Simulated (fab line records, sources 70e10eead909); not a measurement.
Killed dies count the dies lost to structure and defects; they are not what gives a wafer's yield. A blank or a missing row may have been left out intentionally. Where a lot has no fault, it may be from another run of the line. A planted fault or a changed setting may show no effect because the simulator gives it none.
Comparing a struck lot with a sound one ; flow nandHarc ; 16 steps out of a route of 1302
Sound: these wafers, L921.1, L921.2, L921.6. Wafers struck: L936.1, L936.2, L936.4. The cause is named last.
For every step that has rows: the tool of each side, followed by ch and its chambers, followed by its first start. Under that, the readings that differ: sound wafers ; struck wafers ; difference of the means ; sigmas: that difference in standard deviations of wafers without a fault.
alike: readings with means less than 2 such deviations apart, plus words and numbers identical on both sides. not compared: withheld readings, readings lacking a value on some wafer, bounds such as >300 that could conceal the same value, and numbers that have no deviation in the record and whose values overlap.
Wherever a step has rows on one side only, a row that says differs or no value, or a row with sigmas, the two part there. Numbers that don't overlap but have no deviation are shown without sigmas and don't part them. A reading that every wafer of one side lacks parts them only if that side has two wafers or more.

first, 1 step without rows for these wafers: NHARC_P_ZERO_WELL_HARDBAKE_25 (time 80 s).
NHARC_P_ZERO_WELL_DESCUM_26: chemistry O2, time 3 s.
  sound on rieDiel-07 ch 0,2,3, day 2 04:32; struck on rieDiel-08 ch 0,2,3, day 8 10:55
  alike: chamberPressureMTorr, drypumpMotorCurrentA, oesProductAu, rfVppV, showerheadPlenumPTorr, throttleValvePct
  not compared: rfHoursCounterH
then, 10 steps without rows for these wafers: NHARC_P_ZERO_WELL_IMPLANT_27; NHARC_P_ZERO_WELL_IMPLANT_57; NHARC_P_ZERO_WELL_IMPLANT_58; NHARC_P_ZERO_WELL_STRIP_28 (strips in SPM, time 840 s); NHARC_P_ZERO_WELL_DEHYDRATE_29 (time 120 s); NHARC_P_ZERO_WELL_HMDS_30 (time 30 s); NHARC_P_ZERO_WELL_COAT_31; NHARC_P_ZERO_WELL_SOFTBAKE_32 (time 95 s); NHARC_P_ZERO_WELL_EBR_33; NHARC_P_ZERO_WELL_EXPOSE_34 (exposes mask P PWELL, target cd 720 nm).
NHARC_P_ZERO_WELL_PEB_35: peb time 85 s.
  sound on lithoTrack-05 ch 0, day 2 11:19; struck on lithoTrack-02 ch 0, day 8 12:10
reading;sound;struck;difference;sigmas
heaterPowerTotalW (W);164.35 163.67 163.63;187.58 189.35 189.32;+24.87;+86
plateTempC (C);117.84 117.81 117.96;131.22 131.24 131.20;+13.35;+95
then, 1 step without rows for these wafers: NHARC_P_ZERO_WELL_DEVELOP_36 (time 70 s).
NHARC_P_ZERO_WELL_CD_MEAS_37 targets a cd of 720 nm.
  sound on cdSem-02 ch 0, day 2 11:25; struck on cdSem-02 ch 0, day 8 12:16
reading;sound;struck;difference;sigmas
cdNm (nm);720.2 722.8 719.5;728.3 729.2 728.9;+8.0;+5
then, 1 step without rows for these wafers: NHARC_P_ZERO_WELL_HARDBAKE_38 (time 80 s).

== WHERE THEY PART ==
Earliest at NHARC_P_ZERO_WELL_PEB_35; latest, in this record, at NHARC_P_ZERO_WELL_CD_MEAS_37.

WHY: what had been put in by the simulator
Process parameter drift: lithoTrack-02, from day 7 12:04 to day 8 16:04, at NHARC_P_ZERO_WELL_PEB_35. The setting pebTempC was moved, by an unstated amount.
